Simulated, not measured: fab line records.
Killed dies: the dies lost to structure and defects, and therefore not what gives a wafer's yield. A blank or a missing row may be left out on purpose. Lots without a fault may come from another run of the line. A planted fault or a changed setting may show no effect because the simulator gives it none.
Problem report in the 8D (eight disciplines) form, filled by code :: flow nandHarc :: the parts of the form that need people (team, actions taken, sign-off) are left out

1. THE PROBLEM
A mean of 4943 is read at NHARC_A_M1_INSPECT_27 for rawDefectCount, taken on 1 wafer of 1 lot, against 556 (standard deviation 130) on wafers free of any fault. Relative to the usual mean, that is a shift of +34 standard deviations.
Seen first at day 31 13:07 on defectInspect-02, wafer L484.3. The record holds 36 wafers of 12 lots with a number at this step. Rule for "out", or "out of limits": more than 4 standard deviations from the usual mean. Any other wafer with a number is counted as sound.

2. WHAT THIS IS AND IS NOT
question: which readings at this step
is: rawDefectCount
is not: -

question: which lots
is: L484
is not: L461, L462, L463, L464, L468, L470, L471, L472, L473, L474, L476

question: which wafers of those lots
is: L484.3
is not: L484.1, L484.5

question: read on which gauges
is: defectInspect-02
is not: defectInspect-01

question: when
is: from day 31 13:07
is not: up to then (35 sound wafers)

3. SUSPECTS, AND WHAT RULES EACH OUT
Counting: any tool at a process step up to the reading remains a suspect provided it ran every lot that is out. Sound lots after the first of them don't rule it out here, since some wafers of a struck lot are sound.
- ruled out: the gauge at NHARC_A_M1_INSPECT_27. All the wafers that are out were read on defectInspect-02, but those of them that NHARC_END_SORT_01 has rows for are out there too, on other tools.
- pvdSputter-02 at NHARC_A_M1_DEGAS_29 (time 60 s): kept. The lot that is out, L484, ran on it at day 31 11:34; the last sound lot it ran before that was L476, at day 29 18:32.
- cmp-03 at NHARC_A_M1_CMP_23 (polishes, t overpolish 20 s, target thk 154.34 nm): kept. The lot that is out, L484, ran on it at day 31 12:41; the last sound lot it ran before that was L472, at day 28 05:40.
- At NHARC_A_M1_CMP_23, inside cmp-03: chamber 1 took the wafers that are out, while their sound lot-mates went through chambers 0, 3.
What counting leaves: pvdSputter-02 at NHARC_A_M1_DEGAS_29 and cmp-03 at NHARC_A_M1_CMP_23.

4. THE CAUSE (what the simulator had put in)
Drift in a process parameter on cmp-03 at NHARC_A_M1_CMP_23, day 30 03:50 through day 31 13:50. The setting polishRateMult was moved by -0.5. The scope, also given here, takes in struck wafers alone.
Counting leaves 2 suspects; this tool is one of them.

5. THE EFFECT CHAIN, in route order
One row per reading whose mean, taken over the struck wafers that have a number, lies over 3 standard deviations from the usual. Scope: only readings with a usual standard deviation given in the record; hours: median across lots of the time from each lot's start at the first step in this table that gives one to its start at this step; sigmas: change in usual standard deviations.
hours: 0
step: NHARC_A_M1_CMP_23
reading: timeToEndpointS
usual: 27 s
on struck wafers: 37
change: +10
sigmas: +3.1

hours: 0
step: NHARC_A_M1_INSPECT_27
reading: rawDefectCount
usual: 556
on struck wafers: 4943
change: +4387
sigmas: +34

hours: 42
step: NHARC_END_SORT_01
reading: defectLimitedYield
usual: 91.0 %
on struck wafers: 0.0
change: -91.0
sigmas: -32

hours: 42
step: NHARC_END_SORT_01
reading: killedAtArray
usual: 56
on struck wafers: 677
change: +621
sigmas: +33

hours: 42
step: NHARC_END_SORT_01
reading: killedDies
usual: 61
on struck wafers: 677
change: +616
sigmas: +32
Here are the process steps it includes:
- NHARC_A_M1_CMP_23: polishes, t overpolish 20 s, target thk 154.34 nm.

6. WHAT WOULD HAVE CAUGHT IT SOONER
Counted from the fault's start at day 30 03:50, it took 33 hours until the first out-of-limits reading at a measuring or inspecting step in this record, taken at day 31 13:07.
No tool reading at NHARC_A_M1_CMP_23 that has a usual standard deviation in the record was out on any struck wafer, so an alarm limit of 4 standard deviations on those readings would not have fired.
By day 31 13:07, every lot that is out (1) had started NHARC_A_M1_CMP_23 on cmp-03. Tool hold at that time: it would have spared none of them.
